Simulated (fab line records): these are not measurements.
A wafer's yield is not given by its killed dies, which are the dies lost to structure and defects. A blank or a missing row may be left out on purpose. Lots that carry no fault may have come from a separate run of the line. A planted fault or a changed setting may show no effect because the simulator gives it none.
A struck lot beside a sound one ; flow nandHarc ; 22 out of 1302 route steps
Sound: the wafers L743.3, L743.4, L743.5. Wafers struck: L756.2, L756.3, L756.4. The cause comes at the end.
Order at every step that has rows: each side's tool, ch and its chambers, its first start. Under that, the readings that differ: sound wafers ; struck wafers ; difference of the means ; sigmas: that difference in standard deviations of wafers without a fault.
alike: a reading whose means differ by less than 2 such deviations, as well as words and numbers matching on both sides. not compared: withheld readings; readings where some wafer has no value; bounds like >300 that might hide an equal value; numbers whose values overlap and for which the record gives no deviation.
A row with sigmas, a row that says differs or no value, or rows on one side alone: a step with any of these is where the two part. When numbers do not overlap yet have no deviation, they are printed without sigmas and do not part them. A reading that every wafer of one side lacks parts them only if that side has two wafers or more.

NHARC_P_CONTACT_CVD_23: deposits W, target thk 200 nm, time 557 s.
  sound on cvdW-02 ch 0,1; struck on cvdW-02 ch 0,1
  alike: heaterPowerW, throttleValvePct
  not compared: sinceWetCleanH
NHARC_P_CONTACT_CMP_24: polishes, t overpolish 30 s, target thk 200 nm.
  sound on cmp-01 ch 1,2, day 6 06:30; struck on cmp-01 ch 1,2,3, day 12 02:29
  alike: edgeZonePressureFrac, motorCurrentA, overpolishRunS, timeToEndpointS
next, for these wafers, 1 step has no rows: NHARC_P_CONTACT_SRD_26.
NHARC_P_CONTACT_INSPECT_27:
  sound on defectInspect-02, day 6 06:55; struck on defectInspect-02, day 12 02:53
  alike: rawDefectCount
then, 7 steps without rows for these wafers: NHARC_P_M0_DEP_00 (deposits SiOC, target thk 150 nm); NHARC_P_M0_DEHYDRATE_01 (time 120 s); NHARC_P_M0_HMDS_02 (time 30 s); NHARC_P_M0_COAT_33 (time 65 s); NHARC_P_M0_COAT_03 (resist thk 90 nm); NHARC_P_M0_SOFTBAKE_04 (time 55 s); NHARC_P_M0_EBR_05.
NHARC_P_M0_EXPOSE_06: exposes mask P M0, target cd 90 nm.
  sound on arfiScanner-01 ch 0, day 6 07:41; struck on arfiScanner-02 ch 0, day 12 03:39
reading;sound;struck;difference;sigmas
exposureDoseMJCm2;81.45 81.27 81.30;117.54 117.66 117.56;+36.25;+99 or more
  alike: mask, focusOffsetNm
then, 2 steps without rows for these wafers: NHARC_P_M0_PEB_07 (peb time 65 s); NHARC_P_M0_DEVELOP_08 (develop time 35 s).
NHARC_P_M0_CD_MEAS_09: the cd target is 90 nm.
  sound on cdSem-01 ch 0, day 6 07:49; struck on cdSem-03 ch 0, day 12 03:47
reading;sound;struck;difference;sigmas
cdNm (nm);88.3 89.0 89.2;114.2 114.2 114.0;+25.3;+33
NHARC_P_M0_OVL_MEAS_10: pitch 180 nm.
  sound on overlay-01, day 6 07:53; struck on overlay-02, day 12 03:53
reading;sound;struck;difference;sigmas
overlayYNm (nm);1.5 1.7 1.8;-0.3 -0.2 -0.4;-2.0;-2
  alike: overlayXNm
NHARC_P_M0_INSPECT_11:
  sound on defectInspect-02, day 6 07:56; struck on defectInspect-01, day 12 03:55
  alike: rawDefectCount
NHARC_P_M0_DESCUM_14: chemistry O2, time 3 s.
  sound on rieDiel-04 ch 1,2, day 6 07:59; struck on rieDiel-11 ch 0,1,2, day 12 03:59
reading;sound;struck;difference;sigmas
model.P_M0.cdNm (nm);88.49 87.44 89.35;115 114.8 113.9;+26;
  alike: drypumpMotorCurrentA, oesProductAu, rfVppV, showerheadPlenumPTorr, throttleValvePct
  not compared: rfHoursCounterH
NHARC_P_M0_ETCH_34: etches the open film in N2/H2, target depth 40 nm, overetch 12 nm, time 43.94 s.
  sound on rieDiel-04 ch 0,1,3, day 6 08:05; struck on rieDiel-11 ch 0,1,3, day 12 04:04
reading;sound;struck;difference;sigmas
rfVppV (V);427.5 428.6 430.6;434.7 435.8 432.1;+5.3;+2
  alike: drypumpMotorCurrentA, n2FlowSccm, oesProductAu, showerheadPlenumPTorr, throttleValvePct
  not compared: rfHoursCounterH
NHARC_P_M0_ETCH_15: etches the open film in C4F8/Ar, target depth 150 nm, overetch 15 nm, time 82.5 s.
  sound on rieDiel-04 ch 0,1,2; struck on rieDiel-11 ch 1,2,3
reading;sound;struck;difference;sigmas
model.P_M0.cdNm (nm);88.55 87.65 89.23;115.2 114.8 113.9;+26.2;
  alike: oesProductAu, rfVppV
  not compared: rfHoursCounterH
NHARC_P_M0_CD_MEAS_16:
  sound on cdSem-03, day 6 08:18; struck on cdSem-01, day 12 04:17
reading;sound;struck;difference;sigmas
cdNm (nm);88.7 87.6 89.5;115.5 115.1 113.9;+26.2;+27
-- break in the record here, with 18 days between the starts of the struck wafers on either side (left off in module P_M0, picked up again in module END, where the first step shown is number 1302 on the route) --
NHARC_END_SORT_01:
  sound on prober-01 ch 0, day 25 01:17; struck on prober-01 ch 0, day 30 02:43
  alike: defectLimitedYield, killedAtArray, killedAtOther, killedAtPeriphery, killedDies, killedOpen, killedShort

== WHERE THEY PART ==
At NHARC_P_M0_EXPOSE_06 first; at NHARC_P_M0_CD_MEAS_16 last (within this record only). Later steps at which nothing parts them and some readings are alike: NHARC_END_SORT_01.

WHY: what the simulator had put in
Process parameter drift: arfiScanner-02, from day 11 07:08 on, at NHARC_P_M0_EXPOSE_06. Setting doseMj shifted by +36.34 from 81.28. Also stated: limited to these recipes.
